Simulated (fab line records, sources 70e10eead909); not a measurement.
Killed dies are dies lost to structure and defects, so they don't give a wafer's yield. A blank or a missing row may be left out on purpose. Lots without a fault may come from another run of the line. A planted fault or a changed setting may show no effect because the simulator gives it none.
One fault seen from 2 desks | flow nand_harc | each desk has only its own numbers; what lay behind them comes last

THE TOOL OWNER'S DESK: krf_scanner-01
The tool's own readings at NHARC_P_STI_EXPOSE_06 (exposes mask P STI, target cd 200 nm): means of the sampled wafers that have a number, for each lot that ran on this tool. A lot is out of limits, marked OUT, if its mean lies more than 4 standard deviations from the usual mean; the brackets give that distance.
Columns: A = exposure_dose_mJ_cm2 at NHARC_P_STI_EXPOSE_06, usual 37.72
lot  | first seen here | A
L139 | day 2 18:44     | 37.76
L141 | day 3 01:53     | 37.85
L140 | day 3 01:55     | 37.86
L144 | day 3 23:11     | 24.11 (-99 or more) OUT
L146 | day 4 10:43     | 26.85 (-99 or more) OUT
L149 | day 5 04:28     | 27.76 (-99 or more) OUT
This desk's finding: out of limits on L144, L146, L149; first on L144, day 3 23:11 (exposure_dose_mJ_cm2 at NHARC_P_STI_EXPOSE_06). In limits: L139, L141, L140.

THE METROLOGY DESK
What the gauges read, lot by lot, whatever tool the lot ran on: means of the sampled wafers that have a number. A lot is out of limits, marked OUT, if its mean lies more than 4 standard deviations from the usual mean; the brackets give that distance.
Columns: A = cd_nm at NHARC_P_STI_CD_MEAS_09, usual 199.8 nm; B = overlay_x_nm at NHARC_P_STI_OVL_MEAS_10, usual -1 nm; C = overlay_y_nm at NHARC_P_STI_OVL_MEAS_10, usual 2 nm; D = trench_foot_cd_nm at NHARC_P_STI_OCD_MEAS_17, usual 157.9 nm; E = trench_foot_cd_nm at NHARC_P_STI_OCD_MEAS_43, usual 157.9 nm
lot  | first seen here | A               | B   | C   | D              | E
L139 | day 2 18:54     | 198.2           | -8  | 7   | 156.7          | 156.6
L141 | day 3 02:02     | 200.0           | -11 | 6   | 157.5          | 157.4
L140 | day 3 02:04     | 200.3           | -6  | -0  | 158.0          | 158.3
L144 | day 3 23:20     | 102.1 (-61) OUT | 2   | 0   | 59.9 (-61) OUT | 59.8 (-61) OUT
L145 | day 4 07:01     | 198.7           | 1   | 2   | 156.5          | 156.7
L146 | day 4 10:52     | 124.9 (-47) OUT | -2  | -14 | 82.6 (-47) OUT | 82.9 (-47) OUT
L149 | day 5 04:37     | 132.1 (-42) OUT | 2   | 14  | 90.0 (-42) OUT | 89.5 (-43) OUT
L153 | day 6 13:10     | 199.7           | 1   | -6  | 158.1          | 158.2
L154 | day 6 13:12     | 198.8           | 9   | -8  | 157.4          | 157.6
L158 | day 7 11:00     | 201.7           | -4  | 8   | 160.0          | 160.5
L159 | day 7 16:46     | 199.4           | -5  | -5  | 158.0          | 157.6
This desk's finding: out of limits on L144, L146, L149; first on L144, day 3 23:20 (cd_nm at NHARC_P_STI_CD_MEAS_09). In limits: L139, L141, L140, L145, L153, L154, L158, L159.

PUT TOGETHER
The tool owner's desk could have raised an alarm at day 3 23:11, on L144, L146, L149.
The metrology desk could have raised an alarm at day 3 23:20, on L144, L146, L149.
Of the lots named, all ran NHARC_P_STI_EXPOSE_06 on krf_scanner-01.

WHAT THE SIMULATOR HAD PUT IN
Process parameter drift: krf_scanner-01, from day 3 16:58 on, at NHARC_P_STI_EXPOSE_06. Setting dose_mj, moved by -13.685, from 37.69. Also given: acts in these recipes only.
Lots struck among those shown: L144, L146, L149.
Hours from the fault's start to each desk's first reading out of limits: the tool owner's desk, 6; the metrology desk, 6.
